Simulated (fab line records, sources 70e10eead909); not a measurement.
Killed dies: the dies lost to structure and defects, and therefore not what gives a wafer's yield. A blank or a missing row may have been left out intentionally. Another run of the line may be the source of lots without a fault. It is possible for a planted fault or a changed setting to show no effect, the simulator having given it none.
The tool behind it: which one?    flow nandHarc    36 wafers sampled from 12 lots at 1 step of a route of 1302

WHAT THE GAUGES SHOWED, per wafer
NHARC_A_ONON_D1_THK_MEAS_02: measures by ellipsometry.
lot   measured      on            thkNm (nm)
L076  day 8 09:01   filmMetro-02  1008 1006 1006
L077  day 9 01:14   filmMetro-01  981 980 982
L079  day 9 23:47   filmMetro-01  988 988 988
L081  day 10 22:14  filmMetro-02  1010 1012 1010
L083  day 11 23:16  filmMetro-01  996 997 997
L084  day 12 08:02  filmMetro-01  1002 1003 1002
L087  day 12 22:23  filmMetro-01  984 983 981
L088  day 13 18:51  filmMetro-01  985 985 985
L091  day 14 23:13  filmMetro-01  996 997 997
L093  day 15 13:41  filmMetro-02  995 995 995
L095  day 16 14:38  filmMetro-01  997 997 997
L097  day 17 07:21  filmMetro-01  996 997 999

WHICH TOOL RAN EACH LOT (tool, then ch and the chambers of the sampled wafers, then the start)
The record holds no process step before these readings.

THE ANSWER, worked out from the rows above alone
Rule: usual is defined by the lots themselves. The widest of any qualifying gaps counts: lots, ordered by their means at a reading, are off when they make up no more than a third of the lots, leave a main group of 4 or more, and stand apart from it by 3 or more times the standard deviation of that group's means. A main group whose means are all the same, to the digits that the tables above print for the reading, isn't used. Also off: a lot with no number at a reading for which 4 or more lots have one. The other lots that the step has rows for count as sound.
None of the lots is off at any reading shown; this tells nothing.

WHAT THE SIMULATOR HAD INSERTED
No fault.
